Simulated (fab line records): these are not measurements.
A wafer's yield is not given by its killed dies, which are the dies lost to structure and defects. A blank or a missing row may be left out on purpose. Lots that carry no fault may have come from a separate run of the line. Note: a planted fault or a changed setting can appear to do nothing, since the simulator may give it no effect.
fab line records ; flow nand_harc
record: lots: 6; wafers: 18; last_day: 32
route steps=1302 shown A_SLIT@942 A_SIN_REMOVE@947 A_WL_FILL@952 END@1302
lots with no fault: from the same line, run without faults
start_h: hours from the record's first day to the start of the lot's first wafer shown ; wait_h: how many hours have passed since the lot's step before this one ; " repeats the value in the row above ; L1.1+2: a single row standing in for several wafers ; - either no value or no given start ; * or withheld: withheld ; < > ~ a bound
route shown NAME@n: NAME is a module with steps in the file, n the number in the route of the first one ; usual: the fault-free wafers' mean and standard deviation ; same: alike in all rows ; chamber/n: place in a boat ; sites: per-site readings ; _std_site: the standard deviation of these ; _edge_site: the outer-site mean with the inner-site mean subtracted ; radius_mm: how far each site lies from the wafer's centre ; mask NAME#n: copy n ; behind: the last tool/chamber to shape the wafer ; hold: reason for holding the lot/hours on hold/outcome of the hold ; device: whichever transistor did not switch (one of n, p or np) ; end of line: tests of these same wafers at the route's end ; a step with no rows: only its recipe ; killed: dies lost to structure and defects at the first sort, not the wafer's yield ; map: a wafer's dies, x killed, . not, _ none there
set.NAME: the setting as run; set.NAME@STEP: as run at that earlier step ; model.NAME: the simulator's own value behind a step, which no gauge read
lots at some steps of the route; a table a step, a row a wafer
services: the hour from which a tool's chamber was out of use, counted from the record's first day as start_h (under 0 if before that day), plus the number of hours and why
== steps ==
step: NHARC_A_SLIT_ETCH_29
recipe: target_depth_a: 1000; overetch_a: 100; time_s: 55; ion_energy_ev: 100; cf4_flow_sccm: 80; o2_flow_sccm: 20; ar_flow_sccm: 0; rf_w: 300; bias_w: 100; chemistry: CF4/O2
usual: drypump_motor_current_A: 5.5/0.46; oes_product_au: 1.001/0.0068; rf_vpp_V: 198.3/1.4; showerhead_plenum_p_Torr: 1.36/0.057; throttle_valve_pct: 13.399/0.008
lot.wafer;tool;chamber;start_h;wait_h;drypump_motor_current_A;oes_product_au;rf_hours_counter_h;rf_vpp_V;showerhead_plenum_p_Torr;throttle_valve_pct
L927.2;rie_diel-09;1;484.34;0.1;5.2;1.005;11;201.5;1.43;13.409
L927.5;rie_diel-09;0;484.34;0.1;5.5;0.997;-;197.0;1.36;13.395
L927.6;rie_diel-09;1;484.34;0.1;5.2;1.014;-;199.8;1.43;13.402
L929.4;rie_diel-09;2;496.29;0.1;4.8;0.996;10;197.9;1.40;13.395
L929.3;rie_diel-09;3;496.29;0.1;5.8;0.997;13;198.4;1.39;13.411
L929.5;rie_diel-09;1;496.29;0.1;5.2;0.999;-;199.1;1.43;13.399
L934.4;rie_diel-11;3;533.93;0.1;6.5;1.003;5;198.3;1.36;13.394
L934.3;rie_diel-11;2;533.93;0.1;5.8;1.011;5;196.7;1.30;13.387
L934.6;rie_diel-11;0;533.93;0.1;5.2;1.013;-;197.9;1.36;13.408
L935.1;rie_diel-08;2;543.89;0.1;5.5;1.008;8;196.3;1.25;13.403
L935.4;rie_diel-08;0;543.89;0.1;6.0;1.008;8;196.7;1.25;13.400
L935.6;rie_diel-08;2;543.89;0.1;5.5;1.004;-;195.8;1.25;13.407
L947.1;rie_diel-09;0;645.63;0.1;5.5;1.007;11;198.1;1.36;13.387
L947.2;rie_diel-09;1;645.63;0.1;5.2;1.011;7;199.8;1.43;13.411
L947.6;rie_diel-09;1;645.63;0.1;5.2;1.015;-;199.5;1.43;13.402
L946.1;rie_diel-09;1;649.45;0.1;5.2;1.006;7;199.2;1.43;13.397
L946.3;rie_diel-09;2;649.45;0.1;4.8;1.004;13;199.6;1.40;13.407
L946.5;rie_diel-09;2;649.45;0.1;4.8;1.000;-;199.3;1.40;13.402
step: NHARC_A_SLIT_STRIP_18
recipe: o2_flow_sccm: 500; ar_flow_sccm: 0; bias_w: 0; chemistry: O2
usual: drypump_motor_current_A: 5.5/0.45; oes_product_au: 1.000/0.0066; rf_vpp_V: 58.0/0.95; showerhead_plenum_p_Torr: 3.59/0.14; throttle_valve_pct: 17.037/0.0083
lot.wafer;tool;chamber;start_h;wait_h;drypump_motor_current_A;oes_product_au;rf_hours_counter_h;rf_vpp_V;showerhead_plenum_p_Torr;throttle_valve_pct
L927.2;rie_diel-09;3;-;-;5.9;0.999;12;58.7;3.67;17.027
L927.5;rie_diel-09;1;-;-;5.2;1.018;-;59.8;3.76;17.033
L927.6;rie_diel-09;2;-;-;4.8;0.983;-;57.8;3.70;17.042
L929.3;rie_diel-09;3;-;-;5.9;0.996;13;58.4;3.67;17.042
L929.4;rie_diel-09;1;-;-;5.2;0.991;12;58.7;3.76;17.037
L929.5;rie_diel-09;0;-;-;5.5;0.994;-;59.5;3.60;17.037
L934.4;rie_diel-11;1;-;-;6.7;1.000;6;57.4;3.51;17.029
L934.3;rie_diel-11;0;-;-;5.2;1.008;6;58.4;3.59;17.038
L934.6;rie_diel-11;2;-;-;5.8;0.999;-;56.8;3.43;17.037
L935.1;rie_diel-08;0;-;-;6.0;1.003;8;57.0;3.31;17.029
L935.4;rie_diel-08;3;-;-;5.4;1.016;8;57.9;3.57;17.044
L935.6;rie_diel-08;1;-;-;5.2;1.014;-;58.5;3.74;17.018
L947.2;rie_diel-09;1;-;-;5.2;1.008;7;58.6;3.76;17.016
L947.1;rie_diel-09;2;-;-;4.8;0.984;13;58.2;3.69;17.034
L947.6;rie_diel-09;1;-;-;5.3;1.006;-;58.0;3.76;17.056
L946.1;rie_diel-09;3;-;-;5.9;0.999;11;59.1;3.66;17.050
L946.3;rie_diel-09;0;-;-;5.5;0.998;11;58.4;3.60;17.023
L946.5;rie_diel-09;3;-;-;5.9;0.997;-;57.2;3.66;17.037
step: NHARC_A_SLIT_PRECLEAN_19
recipe: time_s: *; temp_c: 50; bath_age_min: 0; chemistry: SC1
step: NHARC_A_SLIT_SRD_20
step: NHARC_A_SLIT_CD_MEAS_21
usual: cd_nm: 289.3/0.76
lot.wafer;tool;chamber;start_h;wait_h;cd_nm
L927.2;cd_sem-03;-;484.88;-;290.7
L927.5;cd_sem-03;-;484.88;-;290.7
L927.6;cd_sem-03;-;484.88;-;290.3
L929.3;cd_sem-03;-;496.88;0.1;290.2
L929.4;cd_sem-03;-;496.88;0.1;290.1
L929.5;cd_sem-03;-;496.88;0.1;290.5
L934.3;cd_sem-02;-;534.47;-;289.7
L934.4;cd_sem-02;-;534.47;-;289.7
L934.6;cd_sem-02;-;534.47;-;289.6
L935.1;cd_sem-01;-;544.41;-;290.0
L935.4;cd_sem-01;-;544.41;-;289.7
L935.6;cd_sem-01;-;544.41;-;289.1
L947.1;cd_sem-02;-;646.17;-;288.9
L947.2;cd_sem-02;-;646.17;-;288.8
L947.6;cd_sem-02;-;646.17;-;289.1
L946.1;cd_sem-03;-;649.98;-;289.5
L946.3;cd_sem-03;-;649.98;-;289.4
L946.5;cd_sem-03;-;649.98;-;289.4
step: NHARC_A_SIN_REMOVE_WET_00
recipe: temp_c: 160; time_s: 15300; chemistry: H3PO4
step: NHARC_A_SIN_REMOVE_PRECLEAN_01
recipe: time_s: *; temp_c: 50; bath_age_min: 0; chemistry: SC1
step: NHARC_A_SIN_REMOVE_SRD_02
step: NHARC_A_SIN_REMOVE_INSPECT_04
usual: raw_defect_count: 348/80
lot.wafer;tool;chamber;start_h;wait_h;raw_defect_count
L927.2;defect_inspect-02;-;491.28;0.0;331
L927.5;defect_inspect-02;-;491.28;0.0;340
L927.6;defect_inspect-02;-;491.28;0.0;383
L929.3;defect_inspect-02;-;503.48;0.0;404
L929.4;defect_inspect-02;-;503.48;0.0;425
L929.5;defect_inspect-02;-;503.48;0.0;386
L934.3;defect_inspect-02;-;541.04;0.0;419
L934.4;defect_inspect-02;-;541.04;0.0;415
L934.6;defect_inspect-02;-;541.04;0.0;390
L935.1;defect_inspect-01;-;551.08;0.0;367
L935.4;defect_inspect-01;-;551.08;0.0;388
L935.6;defect_inspect-01;-;551.08;0.0;319
L947.1;defect_inspect-02;-;652.82;0.0;290
L947.2;defect_inspect-02;-;652.82;0.0;301
L947.6;defect_inspect-02;-;652.82;0.0;293
L946.1;defect_inspect-02;-;656.64;0.0;337
L946.3;defect_inspect-02;-;656.64;0.0;331
L946.5;defect_inspect-02;-;656.64;0.0;289
step: NHARC_A_WL_FILL_ALD_00
recipe: target_thk_a: 30; pulse_time_s: 3; ald_cycles: 30; temp_c: 300; material: Al2O3
usual: ald_cycles: 30/0; heater_power_w: 483/64; precursor_pulse_height_rel: 0.999/0.019
lot.wafer;tool;chamber;start_h;wait_h;ald_cycles;heater_power_w;precursor_pulse_height_rel
L927.2;ald_hk-01;2;491.84;0.6;30;507;1.001
L927.5;ald_hk-01;3;491.84;0.6;30;518;0.981
L927.6;ald_hk-01;0;491.84;0.6;30;357;0.993
L929.4;ald_hk-01;3;503.55;0.1;30;514;0.977
L929.3;ald_hk-01;1;503.55;0.1;30;419;1.025
L929.5;ald_hk-01;0;503.55;0.1;30;377;1.009
L934.4;ald_hk-03;3;541.10;0.1;30;549;0.980
L934.3;ald_hk-03;2;541.10;0.1;30;534;0.998
L934.6;ald_hk-03;3;541.10;0.1;30;543;1.010
L935.1;ald_hk-02;2;551.63;0.5;30;490;1.026
L935.4;ald_hk-02;3;551.63;0.5;30;613;0.989
L935.6;ald_hk-02;0;551.63;0.5;30;497;1.019
L947.1;ald_hk-03;0;652.94;0.1;30;493;0.973
L947.2;ald_hk-03;1;652.94;0.1;30;436;1.006
L947.6;ald_hk-03;2;652.94;0.1;30;565;0.990
L946.3;ald_hk-03;1;656.70;0.1;30;436;0.985
L946.1;ald_hk-03;2;656.70;0.1;30;553;0.977
L946.5;ald_hk-03;2;656.70;0.1;30;560;0.960
step: NHARC_A_WL_FILL_RTA_01
recipe: temp_c: 1000; time_s: 5
usual: lamp_power_pct: 29.88/0.086; lamp_zone_1_pct: 29.88/0.086; lamp_zone_5_pct: 29.88/0.085; lamp_zone_7_pct: 30.35/0.083; wafer_temp_C_max: 1006.1/1.2
lot.wafer;tool;chamber;start_h;wait_h;lamp_power_pct;lamp_zone_1_pct;lamp_zone_5_pct;lamp_zone_7_pct;wafer_temp_C_max
L927.2;rtp_anneal-02;0;492.13;0.2;29.81;29.86;29.80;30.28;1005.3
L927.5;rtp_anneal-02;0;492.13;0.2;29.81;29.84;29.80;30.30;1005.2
L927.6;rtp_anneal-02;0;492.13;0.2;29.77;29.82;29.78;30.29;1005.0
L929.3;rtp_anneal-02;0;503.87;-;29.82;29.76;29.85;30.24;1005.7
L929.4;rtp_anneal-02;0;503.87;-;29.79;29.79;29.80;30.29;1005.2
L929.5;rtp_anneal-02;0;503.87;-;29.79;29.81;29.78;30.28;1004.5
L934.3;rtp_anneal-02;0;541.44;-;29.84;29.80;29.81;30.27;1007.1
L934.4;rtp_anneal-02;0;541.44;-;29.89;29.85;29.79;30.29;1006.0
L934.6;rtp_anneal-02;0;541.44;-;29.82;29.82;29.84;30.30;1004.6
L935.1;rtp_anneal-01;0;551.85;-;29.99;29.96;29.98;30.40;1006.5
L935.4;rtp_anneal-01;0;551.85;-;29.98;29.97;29.93;30.46;1004.2
L935.6;rtp_anneal-01;0;551.85;-;29.98;29.98;29.98;30.40;1006.1
L947.1;rtp_anneal-01;0;653.18;-;29.98;29.93;30.03;30.44;1007.2
L947.2;rtp_anneal-01;0;653.18;-;29.98;29.97;30.00;30.44;1005.6
L947.6;rtp_anneal-01;0;653.18;-;30.00;29.98;30.01;30.48;1005.1
L946.1;rtp_anneal-02;0;656.96;-;29.86;29.82;29.84;30.28;1004.6
L946.3;rtp_anneal-02;0;656.96;-;29.83;29.78;29.79;30.27;1005.8
L946.5;rtp_anneal-02;0;656.96;-;29.78;29.83;29.82;30.22;1006.7
step: NHARC_A_WL_FILL_ALD_02
recipe: target_thk_a: 20; pulse_time_s: 3; ald_cycles: 100; temp_c: 450; material: TiN
usual: ald_cycles: 100/0; heater_power_w: 1099/73; precursor_pulse_height_rel: 1.001/0.022
lot.wafer;tool;chamber;start_h;wait_h;ald_cycles;heater_power_w;precursor_pulse_height_rel
L927.2;ald_metal-03;3;492.36;0.2;100;1190;1.006
L927.6;ald_metal-03;2;492.36;0.2;100;1209;1.001
L927.5;ald_metal-03;3;492.36;0.2;100;1157;0.982
L929.4;ald_metal-02;1;504.03;0.1;100;1044;1.006
L929.3;ald_metal-02;2;504.03;0.1;100;1157;1.016
L929.5;ald_metal-02;1;504.03;0.1;100;1048;0.999
L934.4;ald_metal-02;0;541.60;0.1;100;1059;1.020
L934.3;ald_metal-02;1;541.60;0.1;100;1034;1.022
L934.6;ald_metal-02;0;541.60;0.1;100;1050;1.007
L935.4;ald_metal-02;3;552.14;0.2;100;1088;1.036
L935.1;ald_metal-02;0;552.14;0.2;100;1039;1.015
L935.6;ald_metal-02;2;552.14;0.2;100;1184;1.012
L947.1;ald_metal-03;2;653.44;0.2;100;1196;1.021
L947.2;ald_metal-03;3;653.44;0.2;86;1156;1.029
L947.6;ald_metal-03;2;653.44;0.2;100;1224;1.009
L946.1;ald_metal-03;0;657.26;0.3;100;973;1.002
L946.3;ald_metal-03;1;657.26;0.3;86;1084;0.995
L946.5;ald_metal-03;3;657.26;0.3;100;1165;0.972
step: NHARC_END_SORT_01
recipe: temp_c: 25
usual: killed_at_array: 50/18; killed_at_other: 0.8/1.1; killed_at_periphery: 4.1/2.9; killed_dies: 55/18; killed_open: 3.5/1.9; killed_short: 2.4/1.5
same: gross_dies: 677
lot.wafer;tool;chamber;start_h;wait_h;killed_at_array;killed_at_other;killed_at_periphery;killed_dies;killed_open;killed_short
L927.2;prober-02;0;592.53;2.8;52;0;4;56;2;0
L927.5;prober-02;0;594.97;3.7;60;1;4;65;3;3
L927.6;prober-02;0;595.78;4.1;58;0;2;60;4;2
L929.3;prober-02;0;605.37;3.1;72;0;1;73;6;1
L929.4;prober-02;0;606.17;3.4;74;0;3;77;4;3
L929.5;prober-02;0;606.98;3.7;63;0;1;64;1;1
L935.1;prober-02;0;646.71;2.5;58;0;1;59;3;1
L935.4;prober-02;0;649.11;3.4;69;1;1;71;1;5
L935.6;prober-02;0;650.71;4.0;57;2;2;61;2;3
L934.3;prober-01;0;648.84;3.1;71;2;3;76;2;2
L934.4;prober-01;0;649.64;3.4;65;1;4;70;4;0
L934.6;prober-01;0;651.25;4.0;65;1;2;68;3;1
L947.1;prober-02;0;746.87;2.5;31;0;5;36;1;4
L947.2;prober-02;0;747.66;2.8;39;0;5;44;2;3
L947.6;prober-02;0;750.83;4.0;40;0;4;44;6;3
L946.1;prober-01;0;762.37;2.5;56;5;11;72;1;2
L946.3;prober-01;0;763.99;3.1;40;1;10;51;3;3
L946.5;prober-01;0;765.60;3.7;42;2;7;51;3;3
killed by level:class
L927.2 A_CHANNEL_HOLE_D1:chamber_film_flake=20 A_CHANNEL_HOLE_D2:chamber_film_flake=20 A_CONTACT:chamber_film_flake=3 P_GATE:chamber_film_flake=2 A_DECK1_JOINT:chamber_film_flake=2 A_CHANNEL_FILL_D2:chamber_film_flake=2 A_STAIRCASE:chamber_film_flake=2 P_CONTACT:geometric_particle:open=1
L927.5 A_CHANNEL_HOLE_D1:chamber_film_flake=26 A_CHANNEL_HOLE_D2:chamber_film_flake=19 A_STAIRCASE:chamber_film_flake=4 P_GATE:chamber_film_flake=3 A_CONTACT:chamber_film_flake=3 A_SGD_CUT:chamber_film_flake=2 P_M2:geometric_particle:open=1 THIN_TSV:chamber_film_flake=1
L927.6 A_CHANNEL_HOLE_D1:chamber_film_flake=23 A_CHANNEL_HOLE_D2:chamber_film_flake=14 A_CONTACT:chamber_film_flake=7 A_STAIRCASE:chamber_film_flake=5 A_CHANNEL_FILL_D2:chamber_film_flake=2 P_CONTACT:geometric_particle:open=1 P_M0:geometric_particle:short=1 A_ONON_D1:geometric_particle:open=1
L929.3 A_CHANNEL_HOLE_D2:chamber_film_flake=29 A_SLIT:chamber_film_flake=23 A_STAIRCASE:chamber_film_flake=5 A_CHANNEL_HOLE_D1:chamber_film_flake=4 A_CONTACT:chamber_film_flake=3 A_ONON_D1:geometric_particle:open=2 P_GATE:geometric_particle:open=1 A_DECK1_JOINT:geometric_particle:open=1
L929.4 A_CHANNEL_HOLE_D2:chamber_film_flake=34 A_SLIT:chamber_film_flake=25 A_CONTACT:chamber_film_flake=4 A_ONON_D1:geometric_particle:short=2 A_STAIRCASE:chamber_film_flake=2 A_ONON_D1:geometric_particle:open=1 A_CHANNEL_FILL_D2:geometric_particle:short=1 A_CHANNEL_FILL_D2:geometric_particle:open=1
L929.5 A_SLIT:chamber_film_flake=30 A_CHANNEL_HOLE_D2:chamber_film_flake=24 A_STAIRCASE:chamber_film_flake=3 A_CONTACT:chamber_film_flake=3 P_CONTACT:geometric_particle:short=1 A_CHANNEL_FILL_D1:geometric_particle:open=1 A_CHANNEL_FILL_D1:chamber_film_flake=1 A_DECK1_JOINT:chamber_film_flake=1
L935.1 A_CHANNEL_HOLE_D1:chamber_film_flake=27 A_CHANNEL_HOLE_D2:chamber_film_flake=16 A_CONTACT:chamber_film_flake=5 A_STAIRCASE:chamber_film_flake=3 A_ZERO_WELL:chamber_film_flake=2 A_CHANNEL_FILL_D1:geometric_particle:open=1 A_CHANNEL_FILL_D1:geometric_particle:short=1 A_CHANNEL_FILL_D2:geometric_particle:open=1
L934.3 A_CHANNEL_HOLE_D2:chamber_film_flake=29 A_SLIT:chamber_film_flake=26 A_CONTACT:chamber_film_flake=6 A_STAIRCASE:chamber_film_flake=3 A_WL_FILL:chamber_film_flake=3 THIN_TSV:chamber_film_flake=2 P_M0:geometric_particle:open=1 A_ONON_D2:geometric_particle:short=1
L935.4 A_CHANNEL_HOLE_D1:chamber_film_flake=31 A_CHANNEL_HOLE_D2:chamber_film_flake=20 A_CONTACT:chamber_film_flake=7 A_ONON_D2:geometric_particle:short=2 A_SLIT:chamber_film_flake=2 A_BLC:chamber_film_flake=2 P_CONTACT:geometric_particle:open=1 A_ONON_D1:geometric_particle:short=1
L934.4 A_SLIT:chamber_film_flake=27 A_CHANNEL_HOLE_D2:chamber_film_flake=24 A_CONTACT:chamber_film_flake=5 A_CHANNEL_HOLE_D1:chamber_film_flake=4 A_M0:geometric_particle:open=2 P_STI:chamber_film_flake=2 P_CONTACT:chamber_film_flake=2 A_CHANNEL_FILL_D2:geometric_particle:open=1
L935.6 A_CHANNEL_HOLE_D1:chamber_film_flake=33 A_CHANNEL_HOLE_D2:chamber_film_flake=12 A_CONTACT:chamber_film_flake=6 A_STAIRCASE:chamber_film_flake=3 A_WL_FILL:geometric_particle:short=2 THIN_TSV:chamber_film_flake=2 P_CONTACT:geometric_particle:open=1 P_M1:geometric_particle:short=1
L934.6 A_SLIT:chamber_film_flake=27 A_CHANNEL_HOLE_D2:chamber_film_flake=25 A_WL_FILL:chamber_film_flake=4 A_CHANNEL_HOLE_D1:chamber_film_flake=2 A_CONTACT:chamber_film_flake=2 P_M0:geometric_particle:short=1 A_ONON_D2:geometric_particle:open=1 A_CHANNEL_FILL_D2:geometric_particle:open=1
L947.1 A_CHANNEL_HOLE_D1:chamber_film_flake=9 A_SLIT:chamber_film_flake=5 A_CHANNEL_FILL_D2:chamber_film_flake=3 A_STAIRCASE:chamber_film_flake=3 A_BONDPAD:chamber_film_flake=3 A_SOURCE_PLATE:geometric_particle:short=2 P_STI:chamber_film_flake=2 P_GATE:chamber_film_flake=2
L947.2 A_CHANNEL_HOLE_D1:chamber_film_flake=10 A_SLIT:chamber_film_flake=6 A_CHANNEL_FILL_D2:chamber_film_flake=5 A_BONDPAD:chamber_film_flake=5 A_CHANNEL_HOLE_D2:chamber_film_flake=4 A_STAIRCASE:chamber_film_flake=3 A_CHANNEL_FILL_D2:geometric_particle:short=2 P_CONTACT:geometric_particle:open=1
L947.6 A_CHANNEL_HOLE_D1:chamber_film_flake=12 A_SLIT:chamber_film_flake=6 A_BONDPAD:chamber_film_flake=4 P_BONDPAD:chamber_film_flake=3 A_CHANNEL_FILL_D2:geometric_particle:open=2 A_SGD_CUT:geometric_particle:open=2 A_WL_FILL:geometric_particle:open=2 A_CHANNEL_HOLE_D2:chamber_film_flake=2
L946.1 A_CHANNEL_HOLE_D1:chamber_film_flake=26 A_CONTACT:chamber_film_flake=11 P_CONTACT:chamber_film_flake=9 A_CHANNEL_HOLE_D2:chamber_film_flake=5 THIN_TSV:chamber_film_flake=5 A_CHANNEL_FILL_D2:chamber_film_flake=3 A_STAIRCASE:chamber_film_flake=3 P_GATE:chamber_film_flake=2
L946.3 A_CHANNEL_HOLE_D1:chamber_film_flake=20 A_CONTACT:chamber_film_flake=6 P_CONTACT:chamber_film_flake=4 A_SLIT:chamber_film_flake=3 A_CHANNEL_FILL_D2:chamber_film_flake=3 P_CONTACT:geometric_particle:open=2 A_CHANNEL_FILL_D2:geometric_particle:short=2 P_GATE:chamber_film_flake=2
L946.5 A_CHANNEL_HOLE_D1:chamber_film_flake=19 A_SLIT:chamber_film_flake=5 A_CONTACT:chamber_film_flake=5 P_GATE:chamber_film_flake=3 P_CONTACT:chamber_film_flake=3 A_CHANNEL_HOLE_D2:chamber_film_flake=3 A_DECK1_JOINT:chamber_film_flake=2 THIN_TSV:chamber_film_flake=2
== services ==
tool;chamber;start_h;hours;kind
ald_metal-03;3;470.73;16.2;repair
ald_hk-01;-;475.77;0.7;repair
rie_diel-09;0;476.11;-;clean
rie_diel-09;1;476.11;-;clean
rie_diel-09;2;476.11;-;clean
rie_diel-09;3;476.11;-;clean
ald_hk-01;-;476.65;10.0;pm
rie_diel-09;-;477.43;0.3;repair
rie_diel-08;3;484.40;1.7;repair
rie_diel-09;-;497.11;9.0;pm
rie_diel-09;0;497.11;9.0;vent_cycle
ald_hk-02;-;499.24;1.3;repair
ald_metal-03;2;526.48;4.2;repair
rie_diel-11;1;526.70;4.2;repair
rie_diel-08;-;544.83;9.0;pm
rie_diel-11;0;547.79;6.7;repair
rie_diel-09;1;554.99;29.8;repair
ald_metal-03;-;568.00;10.0;pm
rie_diel-11;-;606.65;0.4;repair
rie_diel-11;-;609.50;9.0;pm
ald_metal-02;-;610.00;10.0;pm
ald_metal-03;2;620.32;27.2;repair
ald_metal-03;-;640.13;0.5;repair
ald_hk-01;-;654.65;10.0;pm
== key ==
first_sign: step: NHARC_A_WL_FILL_ALD_02; reading: ald_cycles; direction: down; sigmas: 99+; usual: 100; struck: 86
effect none on later readings
met_at NHARC_A_WL_FILL_ALD_02
struck_wafers L946.3,L947.2
tester_left_out L946,L947
onset_between 492.36 653.44
fault: kind: process_parameter_drift; tool: ald_metal-03; chamber: -; onset_h: 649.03; steps: NHARC_A_WL_FILL_ALD_02; channel: ald_cycles; offset: -14; shape: step; end_h: 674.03; scope: struck_wafers_only; acts_in: these_recipes_only; stated: 100
tester_left_out: of these lots the tester's yield and bins aren't shown, on N5 and GAA mostly nor the transistor test; their killed dies are dies lost to structure and defects alone, not to doping, threshold or leakage, so they don't give the yield
